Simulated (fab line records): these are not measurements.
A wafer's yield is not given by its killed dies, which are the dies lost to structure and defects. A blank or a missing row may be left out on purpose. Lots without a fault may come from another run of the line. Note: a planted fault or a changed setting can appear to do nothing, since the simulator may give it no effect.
The tool behind it: which one? || flow n5 finfet || 30 wafers sampled from 10 lots at 1 step of a route of 1938

WHAT THE GAUGES SHOWED, per wafer
N5_BEOL_M3_INSPECT_13: inspects for defects (brightfield).
{"lot": "L074", "measured": "day 7 03:03", "on": "defect inspect-01", "raw defect count": "402 369 428"}
{"lot": "L077", "measured": "day 7 18:51", "on": "defect inspect-01", "raw defect count": "393 312 424"}
{"lot": "L079", "measured": "day 8 05:56", "on": "defect inspect-02", "raw defect count": "494 650 391"}
{"lot": "L082", "measured": "day 8 21:24", "on": "defect inspect-01", "raw defect count": "482 445 356"}
{"lot": "L084", "measured": "day 9 15:43", "on": "defect inspect-02", "raw defect count": "509 602 589"}
{"lot": "L087", "measured": "day 10 07:43", "on": "defect inspect-01", "raw defect count": "378 320 401"}
{"lot": "L090", "measured": "day 10 23:29", "on": "defect inspect-02", "raw defect count": "476 627 425"}
{"lot": "L092", "measured": "day 11 20:55", "on": "defect inspect-02", "raw defect count": "443 487 388"}
{"lot": "L093", "measured": "day 12 03:58", "on": "defect inspect-02", "raw defect count": "338 408 404"}
{"lot": "L097", "measured": "day 12 23:12", "on": "defect inspect-02", "raw defect count": "293 381 342"}

WHICH TOOL RAN EACH LOT (tool, then ch and the chambers of the sampled wafers, then the start)
Before these readings, the record contains no process step.

THE ANSWER, worked out from the rows above alone
Rule: the lots themselves supply what counts as usual. The widest of any qualifying gaps counts: lots, ordered by their means at a reading, are off when they make up no more than a third of the lots, leave a main group of 4 or more, and stand apart from it by 3 or more times the standard deviation of that group's means. The tables above print the reading to a certain number of digits; a main group whose means all agree to those digits is not used. Also off: a lot with no number at a reading for which 4 or more lots have one. The other lots that the step has rows for count as sound.
No lot is off on any of the readings shown, so nothing can be concluded from this.

WHAT HAD BEEN PUT IN BY THE SIMULATOR
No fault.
